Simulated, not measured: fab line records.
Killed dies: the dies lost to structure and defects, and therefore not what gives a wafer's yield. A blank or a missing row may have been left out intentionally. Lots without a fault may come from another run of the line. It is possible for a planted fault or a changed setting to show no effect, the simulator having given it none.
Split-lot experiment -- flow n5 finfet -- on a route of 1938 steps: 7 lots, 39 wafers read

THE SPLIT ITSELF
At N5_DUMMY_GATE_EXPOSE_12 (exposes mask GATE, target cd 25 nm), the setting dose mj was moved away from the recipe's 34 on 12 of the 39 wafers read, by -6.1% to +6.8%. The other wafers ran this setting at the recipe's value.

FROM THE SPLIT TO THE READING: what the file shows between them, 7 steps
- N5_DUMMY_GATE_PEB_13: peb time 60 s
- N5_DUMMY_GATE_DEVELOP_14: develop time 30 s
- N5_DUMMY_GATE_CD_MEAS_15: target cd 25.8 nm
- N5_DUMMY_GATE_STRIP_38: strips in N2/H2
- N5_DUMMY_GATE_STRIP_39: strips in N2/H2
- N5_DUMMY_GATE_TRIM_49: chemistry O2, time 29 s, target cd 14 nm
- N5_DUMMY_GATE_STRIP_40: strips in CF4

THE READING
cd nm (nm) at N5_DUMMY_GATE_CD_MEAS_50, where the cd target is 14 nm. A value of 14.0 nm with a standard deviation of 0.33 nm is what fault-free wafers of this fab line usually give.

wafer,"tool, chamber at the split",dose mj as run,against the recipe,"cd nm, nm",against lot-mates on the recipe
L079.1,"euv scanner-02, 0",34,recipe,14.1,-
L079.2,"euv scanner-02, 0",34,recipe,13.8,-
L079.3,"euv scanner-02, 0",34,recipe,13.8,-
L079.4,"euv scanner-02, 0",34,recipe,13.6,-
L079.5,"euv scanner-02, 0",34,recipe,14.2,-
L079.6,"euv scanner-02, 0",34,recipe,13.7,-
L086.1,"euv scanner-02, 0",34,recipe,14.5,-
L086.2,"euv scanner-02, 0",34,recipe,13.5,-
L086.3,"euv scanner-02, 0",32.58,-4.2%,14.2,+0.2
L086.4,"euv scanner-02, 0",34,recipe,14.0,-
L086.5,"euv scanner-02, 0",32.58,-4.2%,14.9,+0.9
L086.6,"euv scanner-02, 0",32.58,-4.2%,14.6,+0.6
L089.1,"euv scanner-01, 0",34,recipe,14.2,-
L089.2,"euv scanner-01, 0",34,recipe,13.7,-
L089.3,"euv scanner-01, 0",34,recipe,14.3,-
L089.4,"euv scanner-01, 0",34,recipe,14.3,-
L089.5,"euv scanner-01, 0",34,recipe,14.3,-
L089.6,"euv scanner-01, 0",34,recipe,13.9,-
L090.1,"euv scanner-02, 0",32.02,-5.8%,15.4,+1.2
L090.2,"euv scanner-02, 0",34,recipe,14.2,-
L090.3,"euv scanner-02, 0",34,recipe,14.2,-
L090.4,"euv scanner-02, 0",34,recipe,14.2,-
L090.5,"euv scanner-02, 0",32.02,-5.8%,15.3,+1.1
L090.6,"euv scanner-02, 0",32.02,-5.8%,14.9,+0.7
L093.1,"euv scanner-02, 0",34,recipe,14.2,-
L093.2,"euv scanner-02, 0",36.32,+6.8%,12.8,-1.4
L093.3,"euv scanner-02, 0",36.32,+6.8%,12.8,-1.4
L093.4,"euv scanner-02, 0",34,recipe,14.4,-
L093.5,"euv scanner-02, 0",34,recipe,14.0,-
L093.6,"euv scanner-02, 0",36.32,+6.8%,12.6,-1.6
L092.1,"euv scanner-02, 0",31.93,-6.1%,15.4,+1.4
L092.2,"euv scanner-02, 0",34,recipe,14.1,-
L092.3,"euv scanner-02, 0",34,recipe,13.7,-
L092.4,"euv scanner-02, 0",31.93,-6.1%,15.3,+1.3
L092.5,"euv scanner-02, 0",31.93,-6.1%,15.1,+1.1
L092.6,"euv scanner-02, 0",34,recipe,14.2,-
L097.1,"euv scanner-01, 0",34,recipe,13.7,-
L097.2,"euv scanner-01, 0",34,recipe,13.3,-
L097.3,"euv scanner-01, 0",34,recipe,14.0,-

FIT RESULTS
A straight line over all 39 wafers: cd nm changes by -0.19 nm for each +1% of dose mj; r = -0.91; the points scatter about the line by 0.29 nm.
The same after taking each lot's own level away (the mean of its wafers on the recipe; 39 wafers): -0.194 nm for each +1%; r = -0.93; scatter 0.25 nm.
That fit puts the effect of the largest move of dose mj on the reading at 1.3 nm.
From 13.67 to 14.20 nm: that is the span of the lots' own levels, equal to 1.6 times the standard deviation above.
So the lot-to-lot level changes the slope little: the two slopes agree.
Check: with one of the wafers moved furthest among these (+6.8%) left out of the fit, the line predicts -1.35 nm for it against its lot-mates. Against them it came out at -1.4 nm.

THE WHOLE CHAIN: every reading that the file lists as answering this split, in the file's order
step,what it does,reading,change (the file's fit),r (the file's)
N5_DUMMY_GATE_CD_MEAS_15,target cd 25.8 nm,cd nm,-0.164 nm for each +1% of the setting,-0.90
N5_DUMMY_GATE_TRIM_49,"chemistry O2, time 29 s, target cd 14 nm","DUMMY_GATE.cd nm (the simulator's own value, which no gauge read)",-0.168 nm for each +1% of the setting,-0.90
N5_DUMMY_GATE_CD_MEAS_50,target cd 14 nm,cd nm,-0.192 nm for each +1% of the setting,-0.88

THE FILE'S OWN FIT
cd nm changes by -0.192 nm for each +1% of dose mj, r = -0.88.
